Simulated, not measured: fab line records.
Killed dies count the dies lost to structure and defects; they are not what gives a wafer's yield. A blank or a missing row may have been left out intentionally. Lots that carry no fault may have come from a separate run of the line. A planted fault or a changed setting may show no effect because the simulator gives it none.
Chamber matching / flow n5-finfet / 3 sister chambers for N5_BEOL_M7_CURE_74 on uv-cure-02
The step cures SiCOH lowk, time 240 s. 3 wafers are shown with their chamber, then 12 later ones without.

## WAFERS, EACH WITH ITS CHAMBER
wafer=L086.5 chamber=2 wafer_temp_C_max=387.7
wafer=L089.6 chamber=1 wafer_temp_C_max=386.4
wafer=L091.6 chamber=0 wafer_temp_C_max=387.7

## WAFERS WITHOUT THEIR CHAMBER
wafer=L090.1 wafer_temp_C_max=387.4
wafer=L090.2 wafer_temp_C_max=387.6
wafer=L090.6 wafer_temp_C_max=387.1
wafer=L092.1 wafer_temp_C_max=386.8
wafer=L092.2 wafer_temp_C_max=386.6
wafer=L092.4 wafer_temp_C_max=386.8
wafer=L095.2 wafer_temp_C_max=387.0
wafer=L095.4 wafer_temp_C_max=386.1
wafer=L095.5 wafer_temp_C_max=386.5
wafer=L096.1 wafer_temp_C_max=386.7
wafer=L096.4 wafer_temp_C_max=386.2
wafer=L096.5 wafer_temp_C_max=386.3

## THE CHAMBER EACH PASSED THROUGH
wafer=L090.1; from the rows above=can't be placed: 0 or 2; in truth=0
wafer=L090.2; from the rows above=can't be placed: 0 or 2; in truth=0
wafer=L090.6; from the rows above=can't be placed: 0 or 2 or 1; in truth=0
wafer=L092.1; from the rows above=can't be placed: 1 or 0 or 2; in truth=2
wafer=L092.2; from the rows above=1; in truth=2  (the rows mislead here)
wafer=L092.4; from the rows above=can't be placed: 1 or 0 or 2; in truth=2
wafer=L095.2; from the rows above=can't be placed: 1 or 0 or 2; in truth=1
wafer=L095.4; from the rows above=1; in truth=1
wafer=L095.5; from the rows above=1; in truth=1
wafer=L096.1; from the rows above=1; in truth=1
wafer=L096.4; from the rows above=1; in truth=1
wafer=L096.5; from the rows above=1; in truth=1
Placed correctly: 5 of 12. Cannot be placed on the basis of these rows: 6; the candidates contain the true chamber in 6. Wrongly placed: 1.
How it was worked out, from the rows above alone: a wafer's distance from a chamber is the root of the sum, over the readings, of the square of ((its reading less the chamber's mean) divided by the reading's scatter). The wafer belongs to the nearest chamber; if the next one is less than 2 further off, it can't be placed. A chamber's mean is the mean of its shown wafers. The scatter (one wafer shown for each chamber): square how far every hidden wafer sits from the nearest shown wafer, average those squares and take the square root.
